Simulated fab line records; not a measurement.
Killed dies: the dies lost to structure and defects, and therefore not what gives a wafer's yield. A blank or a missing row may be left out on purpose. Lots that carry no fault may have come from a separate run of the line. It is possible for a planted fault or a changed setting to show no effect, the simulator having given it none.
fab line records    flow n5Finfet    part 1 of 2: steps 1 to 8 of 9
record lots=7  wafers=18  lastDay=19
route steps=1938 shown BEOL_M11@1553 BEOL_M15@1830 PASSIVATION@1936
lots with no fault: from the same line, run without faults
startH: the number of hours between the record's first day and the start of the first shown wafer of the lot    waitH: how many hours have passed since the lot's step before this one    " identical to the entry in the row above    L1.1+2: one row covering several wafers at once    - no value, or no start given    * or withheld: withheld    < > ~ a bound
route shown NAME@n: names a module that has steps shown in the file, with the first one's number in the route    usual: average and standard deviation across the fault-free wafers    same: alike in all rows    chamber/n: place in a boat    sites: per-site readings    _std_site: the standard deviation of these    _edge_site: the outer-site mean with the inner-site mean subtracted    radiusMm: for every site, how far away it sits from the centre of the wafer    mask NAME#n: copy n    behind: the last tool/chamber to shape the wafer    hold: why the lot went on hold/how many hours it stayed there/how the hold came to an end    device: the transistor (n, p or np) that didn't switch    end of line: at the end of the route, the tests of the same wafers    step lacking rows: just its recipe    killed: count of dies lost to structure and defects at first sort (not the wafer's yield)    map: the dies of a wafer, with x for killed, . for not killed, _ for no die there
set.NAME: the run value of the setting; set.NAME@STEP: its run value at that earlier step    model.NAME: the simulator's own value behind a step, which no gauge read
steps of the route over a sample of lots; a table a step, a row a wafer
services: when a tool's chamber went out of use (startH, in hours from the record's first day, below 0 if earlier), for how many hours, and the reason
## steps
# step N5_BEOL_M11_ETCH_61
# recipe chemistry=CF4  target=SiARC  targetDepthA=390  maskMaterial=CAR-ArF  timeS=65  ionEnergyEv=80  pressureMtorr=40  sourceW=545  biasW=36  Ar_flow_sccm=100  cf4FlowSccm=100  ends=cleared
# usual drypumpMotorCurrentA=5.5/0.5  etchRfOnTimeS=65.3/1.5  oesProductAu=0.67/0.066  rfVppV=184.1/1.1  showerheadPlenumPTorr=2.15/0.047  throttleValvePct=15.63/0.24
lot.wafer  tool        chamber  startH  waitH  drypumpMotorCurrentA  etchRfOnTimeS  oesProductAu  rfHoursCounterH  rfVppV  showerheadPlenumPTorr  throttleValvePct
L476.1     rieDiel-04  1        226.25  0.0    6.1                   65.3           0.64          180              186.9   2.22                   15.60
L476.3     "           2        "       "      5.0                   64.3           0.72          87               183.8   2.09                   15.75
L477.1     rieDiel-02  1        228.92  0.0    5.7                   65.3           0.67          155              183.3   2.14                   15.61
L477.2     "           2        "       "      6.3                   63.8           0.79          21               185.6   2.20                   15.52
L477.5     "           3        "       "      5.0                   67.4           0.63          -                184.6   2.21                   15.48
L480.1     rieDiel-02  1        245.63  0.0    5.7                   65.2           0.65          161              184.1   2.14                   15.61
L480.3     "           0        "       "      5.3                   67.3           0.59          223              183.6   2.11                   15.84
L480.6     "           3        "       "      5.0                   66.3           0.63          -                185.8   2.21                   15.50
L483.2     rieDiel-02  0        259.97  0.0    5.3                   67.9           0.58          228              184.0   2.11                   15.87
L483.3     "           1        "       "      5.7                   65.1           0.65          165              184.8   2.14                   15.61
L485.1     rieDiel-06  1        272.94  0.0    5.5                   63.4           0.63          203              185.1   2.22                   15.93
L485.4     "           3        "       "      6.3                   62.9           0.76          34               183.3   2.09                   15.36
L494.1     rieDiel-02  1        356.65  0.0    5.7                   65.8           0.63          191              184.0   2.13                   15.66
L494.2     "           3        "       "      4.9                   67.4           0.60          218              184.8   2.20                   15.54
L494.6     "           3        "       "      5.0                   67.5           0.60          -                184.2   2.20                   15.54
L497.2     rieDiel-02  0        419.13  0.0    5.3                   66.3           0.78          15               183.1   2.10                   15.43
L497.3     "           3        "       "      4.9                   67.6           0.59          235              185.7   2.20                   15.58
L497.6     "           2        "       "      6.4                   65.6           0.71          -                183.7   2.18                   15.64
# step N5_BEOL_M11_STRIP_36
# recipe chemistry=N2/H2  powerW=450  tempC=40  pressureMtorr=20  rfFrequencyHz=6e+07  overashFraction=0.3  biasPowerW=7  h2Frac=0.5  n2FlowSccm=200  h2FlowSccm=200
# usual drypumpMotorCurrentA=5.5/0.48  n2FlowSccm=200.0/0.59  oesProductAu=0.77/0.07  rfVppV=59.1/1.8  showerheadPlenumPTorr=2.55/0.061  throttleValvePct=23.77/0.23
lot.wafer  tool        chamber  startH  waitH  drypumpMotorCurrentA  n2FlowSccm  oesProductAu  rfHoursCounterH  rfVppV  showerheadPlenumPTorr  throttleValvePct
L476.1     rieDiel-06  3        227.47  0.0    6.3                   199.4       0.95          18               59.1    2.50                   23.90
L476.3     "           0        "       "      4.9                   199.6       0.68          244              57.5    2.51                   23.42
L477.1     rieDiel-06  1        231.05  0.0    5.5                   200.1       0.75          189              57.3    2.62                   23.86
L477.2     "           0        "       "      4.9                   200.9       0.67          245              59.3    2.51                   23.36
L477.5     "           2        "       "      5.8                   199.1       0.73          -                58.5    2.52                   24.13
L480.1     rieDiel-06  2        250.41  0.0    5.8                   200.4       0.73          183              58.3    2.52                   24.12
L480.3     "           1        "       "      5.5                   199.6       0.72          195              59.0    2.62                   23.91
L480.6     "           2        "       "      5.8                   200.7       0.74          -                59.3    2.52                   24.13
L483.2     rieDiel-06  2        264.30  0.0    5.8                   200.6       0.74          188              59.5    2.52                   24.11
L483.3     "           0        "       "      4.9                   200.2       0.96          0                57.4    2.51                   23.11
L485.1     rieDiel-06  1        279.14  0.0    5.5                   198.5       0.72          204              61.5    2.62                   23.87
L485.4     "           0        "       "      4.9                   199.3       0.95          5                59.2    2.51                   23.13
L494.1     rieDiel-02  1        359.71  0.0    5.7                   201.0       0.75          192              59.2    2.53                   23.87
L494.2     "           3        "       "      4.9                   199.6       0.71          219              59.1    2.64                   23.71
L494.6     "           2        "       "      6.4                   200.2       0.87          -                57.7    2.58                   23.66
L497.2     rieDiel-02  1        420.48  0.0    5.8                   200.3       0.73          207              61.1    2.52                   23.94
L497.3     "           2        "       "      6.4                   201.0       0.84          75               57.4    2.57                   23.68
L497.6     "           0        "       "      5.3                   199.4       0.94          -                57.2    2.49                   23.86
# step N5_BEOL_M11_TRENCH_ETCH_37
# recipe chemistry=C4F6/O2  targetDepthA=1488.3  target=SiCOH_lowk  timeS=48  ionEnergyEv=250  pressureMtorr=30  sourceW=345  biasW=185  Ar_flow_sccm=300  C4F6_flow_sccm=10  O2_flow_sccm=10
# usual drypumpMotorCurrentA=5.5/0.48  oesProductAu=0.77/0.068  rfVppV=665/11  runLengthS=71.4/0.47  showerheadPlenumPTorr=2.86/0.067  throttleValvePct=20.99/0.16
lot.wafer  tool        chamber  startH  waitH  drypumpMotorCurrentA  oesProductAu  rfHoursCounterH  rfVppV  runLengthS  showerheadPlenumPTorr  throttleValvePct
L476.1     rieDiel-06  3        227.51  -      6.3                   0.91          18               662     71.3        2.80                   20.85
L476.3     "           0        "       "      4.9                   0.67          244              654     71.6        2.82                   20.77
L477.1     rieDiel-06  1        231.09  -      5.6                   0.74          189              660     71.1        2.95                   21.19
L477.2     "           0        "       "      4.9                   0.68          245              656     70.8        2.82                   20.78
L477.5     "           2        "       "      5.8                   0.74          -                670     70.5        2.82                   21.18
L480.1     rieDiel-06  2        250.45  -      5.8                   0.74          183              671     70.5        2.82                   21.16
L480.3     "           1        "       "      5.5                   0.74          195              660     57.9        2.94                   21.16
L480.6     "           2        "       "      5.8                   0.73          -                673     70.7        2.82                   21.17
L483.2     rieDiel-06  2        264.34  -      5.8                   0.73          188              673     70.5        2.82                   21.19
L483.3     "           0        "       "      4.9                   0.95          0                655     58.0        2.82                   20.44
L485.1     rieDiel-06  1        279.18  -      5.5                   0.72          204              660     71.6        2.94                   21.19
L485.4     "           0        "       "      4.9                   0.93          5                654     57.9        2.82                   20.44
L494.1     rieDiel-02  1        359.75  -      5.8                   0.75          192              658     71.3        2.81                   20.82
L494.2     "           3        "       "      5.0                   0.71          219              670     71.3        2.95                   20.92
L494.6     "           2        "       "      6.3                   0.86          -                672     70.9        2.91                   21.08
L497.2     rieDiel-02  1        420.52  -      5.7                   0.72          207              657     71.0        2.80                   20.85
L497.3     "           2        "       "      6.4                   0.83          75               669     70.6        2.91                   21.08
L497.6     "           0        "       "      5.3                   0.91          -                659     72.0        2.78                   20.75
# step N5_BEOL_M11_STRIP_77
# recipe chemistry=N2/H2  timeS=10  powerW=450  tempC=40  pressureMtorr=20  rfFrequencyHz=6e+07  biasPowerW=7  n2FlowSccm=200  h2FlowSccm=200
# usual drypumpMotorCurrentA=5.5/0.48  n2FlowSccm=200.1/0.58  oesProductAu=0.77/0.07  rfVppV=59.2/0.86  showerheadPlenumPTorr=2.55/0.061  throttleValvePct=23.77/0.23
lot.wafer  tool        chamber  startH  waitH  drypumpMotorCurrentA  n2FlowSccm  oesProductAu  rfHoursCounterH  rfVppV  showerheadPlenumPTorr  throttleValvePct
L476.1     rieDiel-06  3        -       -      6.3                   199.7       0.92          18               59.4    2.51                   23.86
L476.3     "           0        "       "      4.9                   199.8       0.68          244              59.1    2.51                   23.37
L477.1     rieDiel-06  1        -       -      5.5                   200.4       0.74          189              60.9    2.62                   23.87
L477.2     "           0        "       "      4.9                   199.8       0.69          245              59.5    2.51                   23.38
L477.5     "           2        "       "      5.8                   200.2       0.74          -                60.3    2.52                   24.09
L480.1     rieDiel-06  2        -       -      5.8                   199.7       0.73          183              60.1    2.52                   24.12
L480.3     "           1        "       "      5.5                   200.3       0.73          195              59.4    2.62                   23.89
L480.6     "           2        "       "      5.8                   199.8       0.74          -                59.3    2.52                   24.12
L483.2     rieDiel-06  2        -       -      5.8                   199.5       0.74          188              58.8    2.52                   24.10
L483.3     "           0        "       "      4.9                   199.9       0.99          0                58.9    2.51                   23.10
L485.1     rieDiel-06  1        -       -      5.5                   200.3       0.73          204              58.4    2.62                   23.90
L485.4     "           0        "       "      4.9                   200.7       0.93          5                58.0    2.50                   23.09
L494.1     rieDiel-02  1        -       -      5.7                   200.6       0.74          192              58.9    2.53                   23.91
L494.2     "           3        "       "      5.0                   199.4       0.71          219              59.7    2.64                   23.72
L494.6     "           2        "       "      6.4                   199.6       0.86          -                59.4    2.58                   23.62
L497.2     rieDiel-02  1        -       -      5.7                   199.9       0.73          207              59.3    2.52                   23.93
L497.3     "           2        "       "      6.3                   200.0       0.84          75               58.8    2.57                   23.65
L497.6     "           0        "       "      5.3                   198.9       0.94          -                58.8    2.49                   23.88
# step N5_BEOL_M11_OCD_MEAS_38
# usual trenchDepthNm=148.1/2.5
lot.wafer  tool    chamber  startH  waitH  trenchDepthNm
L476.1     ocd-02  -        227.69  -      152.6
L476.3     "       -        "       "      144.8
L477.1     ocd-02  -        231.27  -      149.5
L477.2     "       -        "       "      147.2
L477.5     "       -        "       "      147.6
L480.1     ocd-02  -        250.63  -      146.9
L480.3     "       -        "       "      108.2
L480.6     "       -        "       "      146.8
L483.2     ocd-01  -        264.52  -      147.2
L483.3     "       -        "       "      108.0
L485.1     ocd-01  -        279.36  -      149.9
L485.4     "       -        "       "      108.1
L494.1     ocd-02  -        359.93  -      149.9
L494.2     "       -        "       "      145.1
L494.6     "       -        "       "      150.7
L497.2     ocd-01  -        420.70  -      145.2
L497.3     "       -        "       "      148.7
L497.6     "       -        "       "      145.4
# step N5_BEOL_M11_THK_MEAS_53
# recipe thkMeasGauge=xrf  reads=Cu_of_BEOL_M11_ECD_50
# usual M11_THK=139.9/2.8
lot.wafer  tool          chamber  startH  waitH  M11_THK[nm]
L476.1     filmMetro-01  -        232.64  -      147.0
L476.3     "             -        "       "      137.2
L477.1     filmMetro-01  -        234.23  -      142.0
L477.2     "             -        "       "      139.3
L477.5     "             -        "       "      139.2
L480.1     filmMetro-01  -        253.02  -      137.1
L480.3     "             -        "       "      98.9
L480.6     "             -        "       "      135.9
L483.2     filmMetro-01  -        266.87  -      136.9
L483.3     "             -        "       "      100.1
L485.1     filmMetro-01  -        281.57  -      143.2
L485.4     "             -        "       "      99.2
L494.1     filmMetro-01  -        362.35  -      142.3
L494.2     "             -        "       "      137.7
L494.6     "             -        "       "      142.9
L497.2     filmMetro-02  -        425.28  -      137.2
L497.3     "             -        "       "      140.2
L497.6     "             -        "       "      134.6
# step N5_BEOL_M11_RS_MEAS_57
# recipe thkMeasGauge=four-point-probe  reads=Cu_of_BEOL_M11_ECD_50+Co_of_BEOL_M11_CVD_75+TaN_of_BEOL_M11_ALD_74
# usual M11_RS=0.152/0.0031
lot.wafer  tool          chamber  startH  waitH  M11_RS[ohm/sq]
L476.1     filmMetro-01  -        232.79  0.1    0.145
L476.3     "             -        "       "      0.156
L477.1     filmMetro-01  -        234.39  0.0    0.151
L477.2     "             -        "       "      0.155
L477.5     "             -        "       "      0.154
L480.1     filmMetro-01  -        253.15  0.0    0.155
L480.3     "             -        "       "      0.224
L480.6     "             -        "       "      0.156
L483.2     filmMetro-02  -        267.00  0.0    0.155
L483.3     "             -        "       "      0.221
L485.1     filmMetro-01  -        281.69  0.0    0.149
L485.4     "             -        "       "      0.223
L494.1     filmMetro-01  -        362.47  0.0    0.149
L494.2     "             -        "       "      0.156
L494.6     "             -        "       "      0.149
L497.2     filmMetro-02  -        425.40  0.0    0.154
L497.3     "             -        "       "      0.150
L497.6     "             -        "       "      0.157
# step N5_BEOL_M15_RC_MEAS_101
# usual COMB_M10=1.5e-11/3.3e-12  COMB_M12=6.8e-12/1.5e-12  COMB_M13=4.9e-12/1.3e-12  COMB_M13_max_site=7e-12/1.8e-12  COMB_M14=4e-12/1.1e-12  COMB_M15=2.7e-12/9e-13  COMB_M5=3.6e-11/8e-12  COMB_M5_max_site=5.3e-11/1.2e-11  COMB_M6=2.6e-11/5.7e-12  COMB_M7=2.6e-11/6e-12  COMB_M8=2.5e-11/5.7e-12  COMB_M8_max_site=3.7e-11/9.3e-12  COMB_M9=1.4e-11/3.2e-12  SERP_M10=3.10/0.092  SERP_M11=3.08/0.077  SERP_M11_max_site=3.17/0.085  SERP_M12=0.639/0.019  SERP_M13=0.310/0.0062  SERP_M14=0.163/0.0048  SERP_M5=38.1/1.8  SERP_M5_max_site=39.7/2  SERP_M6=14.0/0.66  SERP_M7=14.0/0.48  SERP_M8=13.9/0.65  SERP_M9=3.09/0.094
lot.wafer  tool       chamber  startH  waitH  COMB_M10[S/m]  COMB_M12[S/m]  COMB_M13[S/m]  COMB_M13_max_site[S/m]  COMB_M14[S/m]  COMB_M15[S/m]  COMB_M5[S/m]  COMB_M5_max_site[S/m]  COMB_M6[S/m]  COMB_M7[S/m]  COMB_M8[S/m]  COMB_M8_max_site[S/m]  COMB_M9[S/m]  SERP_M10[ohm/um]  SERP_M11[ohm/um]  SERP_M11_max_site[ohm/um]  SERP_M12[ohm/um]  SERP_M13[ohm/um]  SERP_M14[ohm/um]  SERP_M5[ohm/um]  SERP_M5_max_site[ohm/um]  SERP_M6[ohm/um]  SERP_M7[ohm/um]  SERP_M8[ohm/um]  SERP_M9[ohm/um]
L476.1     prober-01  0        252.25  0.0    1.9e-11        6.4e-12        6.5e-12        8.8e-12                 2.4e-12        2.6e-12        3.4e-11       5.4e-11                2.3e-11       3.2e-11       2.2e-11       2.7e-11                9e-12         3.24              2.97              3.02                       0.677             0.309             0.164             36.7             38.6                      14.1             14.3             13.3             3.10
L476.3     "          0        "       "      1.9e-11        7e-12          7.6e-12        9.8e-12                 2.7e-12        2.5e-12        2.3e-11       3.6e-11                2.2e-11       3.2e-11       2.6e-11       3.1e-11                1.5e-11       3.20              3.12              3.19                       0.653             0.307             0.154             34.9             36.4                      13.4             13.4             14.6             2.88
L477.1     prober-02  0        256.77  0.0    1.3e-11        6e-12          6.3e-12        1.05e-11                4.5e-12        2.6e-12        4.2e-11       7.2e-11                1.7e-11       1.9e-11       3.4e-11       5.9e-11                1.8e-11       3.13              3.02              3.12                       0.634             0.302             0.170             38.8             39.9                      13.9             14.2             13.2             3.06
L477.2     "          0        "       "      1.3e-11        6.6e-12        6.8e-12        8e-12                   3.3e-12        2.5e-12        5.1e-11       7.2e-11                2.2e-11       2.9e-11       2.9e-11       4.7e-11                1.4e-11       3.22              3.15              3.19                       0.607             0.302             0.170             38.9             40.3                      15.1             12.8             14.5             3.08
L477.5     "          0        "       "      1.6e-11        8.2e-12        4.3e-12        6.2e-12                 3.9e-12        2.5e-12        5.3e-11       7.7e-11                2e-11         2.1e-11       3.5e-11       5.1e-11                1.3e-11       3.23              3.15              3.21                       0.639             0.315             0.171             37.9             39.2                      14.2             14.2             13.3             2.98
L480.1     prober-02  0        274.17  0.0    1.3e-11        7.2e-12        5.8e-12        7.9e-12                 5.8e-12        2.9e-12        4.9e-11       6e-11                  3.8e-11       3.1e-11       2.3e-11       3.5e-11                1.3e-11       2.97              3.24              3.36                       0.611             0.310             0.164             40.9             43.0                      14.3             15.1             13.4             3.09
L480.3     "          0        "       "      1.4e-11        6.6e-12        6.6e-12        8.3e-12                 4.9e-12        3.8e-12        3.7e-11       5.1e-11                2.8e-11       2.6e-11       2.1e-11       3.9e-11                1.3e-11       3.00              4.63              4.75                       0.621             0.311             0.167             38.1             39.6                      12.6             14.3             13.2             3.07
L480.6     "          0        "       "      1.5e-11        8.3e-12        5.8e-12        6.6e-12                 4.3e-12        3e-12          4.1e-11       5.7e-11                2.6e-11       2.2e-11       2.7e-11       3.9e-11                1.3e-11       2.97              3.19              3.25                       0.630             0.315             0.167             38.4             39.4                      13.9             13.8             13.5             3.12
L483.2     prober-01  0        289.97  0.2    1.4e-11        4.5e-12        6.7e-12        9.7e-12                 4e-12          1.6e-12        3.9e-11       4.3e-11                2.8e-11       2.9e-11       1.7e-11       2.8e-11                1.2e-11       2.93              3.21              3.32                       0.654             0.295             0.165             37.4             38.6                      13.9             13.5             13.5             3.18
L483.3     "          0        "       "      1.3e-11        5.9e-12        4.8e-12        6.7e-12                 3.3e-12        1.3e-12        3.4e-11       5.6e-11                3.3e-11       4e-11         1.8e-11       2.3e-11                1.3e-11       3.02              4.38              4.75                       0.655             0.316             0.160             40.1             42.0                      13.2             13.3             12.7             3.08
L485.1     prober-01  0        303.31  0.0    1.2e-11        6.2e-12        3.9e-12        5.1e-12                 3e-12          3.6e-12        4.8e-11       5.5e-11                2e-11         3.2e-11       1.8e-11       3.1e-11                1.3e-11       3.27              2.99              3.12                       0.659             0.299             0.168             39.8             41.4                      15.0             13.8             14.9             3.13
L485.4     "          0        "       "      1.3e-11        6.4e-12        3.8e-12        5.5e-12                 2.2e-12        2e-12          4.7e-11       5.9e-11                2.9e-11       3.9e-11       2.4e-11       3.8e-11                1.2e-11       3.23              4.47              4.67                       0.666             0.303             0.169             40.0             41.1                      13.9             13.4             15.1             3.09
L494.1     prober-01  0        387.22  0.0    1.5e-11        6e-12          4.1e-12        5.6e-12                 4.3e-12        2.6e-12        3.5e-11       6.1e-11                3e-11         2.5e-11       2e-11         3.8e-11                1.1e-11       3.07              3.04              3.11                       0.650             0.306             0.166             40.0             40.7                      14.3             13.5             14.3             3.08
L494.2     "          0        "       "      1.2e-11        5.1e-12        4.7e-12        7.3e-12                 3.3e-12        1.4e-12        2.8e-11       3.9e-11                2.5e-11       2.2e-11       2.1e-11       2.8e-11                1.1e-11       3.22              3.18              3.27                       0.680             0.309             0.168             38.9             40.3                      15.0             13.8             13.5             3.00
L494.6     "          0        "       "      1.3e-11        6.3e-12        4e-12          4.4e-12                 2.1e-12        1.9e-12        4e-11         7.8e-11                2.4e-11       1.8e-11       3.1e-11       4.3e-11                1.2e-11       3.19              3.04              3.10                       0.640             0.308             0.163             35.5             36.8                      13.5             13.4             13.7             3.19
L497.2     prober-02  0        449.96  0.2    2e-11          8.2e-12        7.7e-12        9.3e-12                 5.9e-12        3.9e-12        3.9e-11       6.7e-11                2.4e-11       2.3e-11       2.1e-11       3e-11                  1e-11         3.11              3.21              3.24                       0.651             0.311             0.163             37.6             39.0                      14.3             13.9             13.9             3.15
L497.3     "          0        "       "      2.3e-11        6.9e-12        5.1e-12        6.5e-12                 4.5e-12        2.8e-12        3.9e-11       6.2e-11                2.2e-11       2.2e-11       2.5e-11       3.3e-11                1.1e-11       3.08              3.10              3.18                       0.660             0.308             0.163             38.6             41.0                      14.1             14.8             13.8             3.22
L497.6     "          0        "       "      2.1e-11        8.1e-12        4.3e-12        5.7e-12                 5.5e-12        3.6e-12        2.8e-11       4.1e-11                2.1e-11       2.8e-11       2.5e-11       3.5e-11                1.2e-11       3.10              3.13              3.19                       0.637             0.318             0.166             36.5             38.4                      13.6             13.8             13.9             3.19
# sites SERP_M11 radiusMm=0,75,75,75,75,140,140,140,140
L476.1 3.02 3.02 2.96 3.01 2.97 2.98 2.83 2.90 2.86
L477.1 2.96 3.03 3.02 3.02 3.01 3.10 3.02 3.12 3.02
L480.1 3.36 3.29 3.24 3.26 3.28 3.02 3.11 3.09 3.10
L483.2 3.32 3.24 3.24 3.31 3.21 3.02 3.01 2.97 3.07
L485.1 2.95 2.96 2.99 2.99 2.92 3.05 3.01 3.12 3.04
L494.1 3.11 3.04 3.10 2.99 3.10 2.88 3.00 2.89 3.06
L497.2 3.21 3.24 3.24 3.24 3.24 3.00 3.09 3.02 3.07
## key
firstSign step=N5_BEOL_M11_TRENCH_ETCH_37  reading=runLengthS  direction=down  sigmas=29  usual=*  struck=*
effect step=N5_BEOL_M11_OCD_MEAS_38  reading=trenchDepthNm  direction=down  sigmas=16  usual=148.1  struck=108.1
effect step=N5_BEOL_M11_THK_MEAS_53  reading=M11_THK  direction=down  sigmas=15  usual=139.9  struck=99.4
effect step=N5_BEOL_M11_RS_MEAS_57  reading=M11_RS  direction=up  sigmas=23  usual=0.152  struck=0.223
effect step=N5_BEOL_M15_RC_MEAS_101  reading=SERP_M11  direction=up  sigmas=18  usual=3.08  struck=4.50
metAt N5_BEOL_M11_TRENCH_ETCH_37
struckLots L480,L483,L485
struckWafers L480.3,L483.3,L485.4
notActingAt N5_BEOL_M11_ETCH_61,N5_BEOL_M11_STRIP_36,N5_BEOL_M11_STRIP_77
onsetBetween 231.09 250.45
fault kind=processParameterDrift  tool=rieDiel-06  chamber=-  onsetH=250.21  steps=N5_BEOL_M11_TRENCH_ETCH_37  channel=timeS  offset=*  shape=step  endH=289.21  scope=struckWafersOnly  actsIn=*  stated=*
